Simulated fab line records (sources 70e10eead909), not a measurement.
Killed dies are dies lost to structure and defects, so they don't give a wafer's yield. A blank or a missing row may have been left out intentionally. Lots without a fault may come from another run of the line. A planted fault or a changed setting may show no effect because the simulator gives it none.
Problem report in the 8D (eight disciplines) form, filled by code || flow nand-harc || the parts of the form that need people (team, actions taken, sign-off) are left out

## 1. WHAT WENT WRONG
oes-product-au at NHARC_P_M0_ETCH_15 reads a mean of 1.231 a.u. on 6 wafers of 2 lots; wafers without a fault read 0.952 a.u. with a standard deviation of 0.023. That puts it +12 standard deviations away from the usual mean.
The step: etches the open film in C4F8/Ar, target depth 150 nm, overetch 15 nm, time 82.5 s.
Seen first at day 15 12:23 on rie-diel-05, wafer L851.1. The record holds 39 wafers of 13 lots with a number at this step. By rule, "out" or "out of limits" means more than 4 standard deviations away from the usual mean. The rest of the wafers with a number are treated as sound.

## 2. WHAT THIS IS AND IS NOT
{"question": "which readings at this step", "is": "oes-product-au", "is not": "rf-vpp-V"}
{"question": "which lots", "is": "L851, L852", "is not": "L829, L831, L832, L833, L835, L837, L838, L839, L840, L841, L848"}
{"question": "which wafers of those lots", "is": "all that have a number", "is not": "-"}
{"question": "read on which tools", "is": "rie-diel-05", "is not": "rie-diel-06, rie-diel-07"}
{"question": "when", "is": "from day 15 12:23", "is not": "up to then (33 sound wafers)"}

## 3. WHAT RULES OUT EACH SUSPECT
Counting: a tool stays on the suspect list if, at a process step up to the reading, it processed all lots that are out and no sound lot following the first of them.
- rie-diel-05 at NHARC_P_M0_ETCH_15 (etches the open film in C4F8/Ar, target depth 150 nm, overetch 15 nm, time 82.5 s): kept. Every lot that is out went through it, starting with L851 (day 15 12:23), and after that it ran no sound lot; the last sound lot it ran before then is L848 (day 14 02:50). Out on those wafers are its own readings of oes-product-au.
The count leaves rie-diel-05 at NHARC_P_M0_ETCH_15.

## 4. THE CAUSE (what the simulator had put in)
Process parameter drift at NHARC_P_M0_ETCH_15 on rie-diel-05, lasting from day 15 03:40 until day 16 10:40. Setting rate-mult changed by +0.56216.
After counting, this tool was the only one left.

## 5. THE CHAIN OF EFFECTS, in route order
Each row: a reading where the mean over the struck wafers with a number is more than 3 standard deviations away from the usual. Only readings whose record carries a usual standard deviation are examined. hours: median over the lots of the time between each lot's start at the first step of this table that gives one and its start at this step. sigmas: the change, counted in usual standard deviations.
{"hours": 0, "step": "NHARC_P_M0_ETCH_15", "reading": "oes-product-au", "usual": "0.952 a.u.", "on struck wafers": 1.231, "change": "+0.279", "sigmas": "+12"}
It contains these process steps:
- NHARC_P_M0_ETCH_15: etches the open film in C4F8/Ar, target depth 150 nm, overetch 15 nm, time 82.5 s.
Later steps that measure or inspect, where all struck wafers having a row at the step show a number for every such reading and not one has moved that far: NHARC_P_M0_THK_MEAS_24, NHARC_END_SORT_01.

## 6. HOW IT WOULD HAVE BEEN CAUGHT EARLIER
The fault began at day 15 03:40; the first out-of-limits reading in this record came at day 15 12:23, 9 hours later.
